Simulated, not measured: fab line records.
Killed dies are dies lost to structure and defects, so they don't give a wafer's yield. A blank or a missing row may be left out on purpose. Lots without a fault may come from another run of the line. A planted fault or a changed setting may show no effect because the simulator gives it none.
Chamber matching	flow n5-finfet	N5_BEOL_M7_CURE_74 on uv-cure-03 has 3 sister chambers
The step cures SiCOH lowk, time 240 s. 3 wafers are shown with their chamber, then 10 later ones without.

WAFERS WITH THEIR CHAMBER
wafer	chamber	wafer_temp_C_max
L077.4	0	387.3
L089.6	2	387.7
L091.2	1	386.1

WAFERS WITH NO CHAMBER GIVEN
wafer	wafer_temp_C_max
L091.3	386.4
L094.2	387.0
L094.5	387.2
L094.6	387.3
L095.2	386.6
L095.4	386.6
L095.6	386.5
L096.1	388.0
L096.2	387.2
L096.3	387.5

THE CHAMBER EACH PASSED THROUGH
wafer	from the rows above	in truth
L091.3	can't be placed: 1 or 0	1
L094.2	can't be placed: 0 or 2 or 1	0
L094.5	can't be placed: 0 or 2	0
L094.6	can't be placed: 0 or 2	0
L095.2	can't be placed: 1 or 0 or 2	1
L095.4	can't be placed: 1 or 0 or 2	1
L095.6	can't be placed: 1 or 0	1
L096.1	can't be placed: 2 or 0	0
L096.2	can't be placed: 0 or 2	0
L096.3	can't be placed: 0 or 2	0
Correct placement for 0 of the 10. Unplaceable from these rows: 10, with the true chamber sitting among the candidates in 10. Number placed wrongly: 0.
How it was worked out, from the rows above alone: a wafer's distance from a chamber is the root of the sum, over the readings, of the square of ((its reading less the chamber's mean) divided by the reading's scatter). The wafer belongs to the nearest chamber; if the next one is less than 2 further off, it can't be placed. A chamber's mean is the mean of its shown wafers. The scatter: root of mean squared gap, hidden wafer to nearest shown wafer, with one shown wafer a chamber.
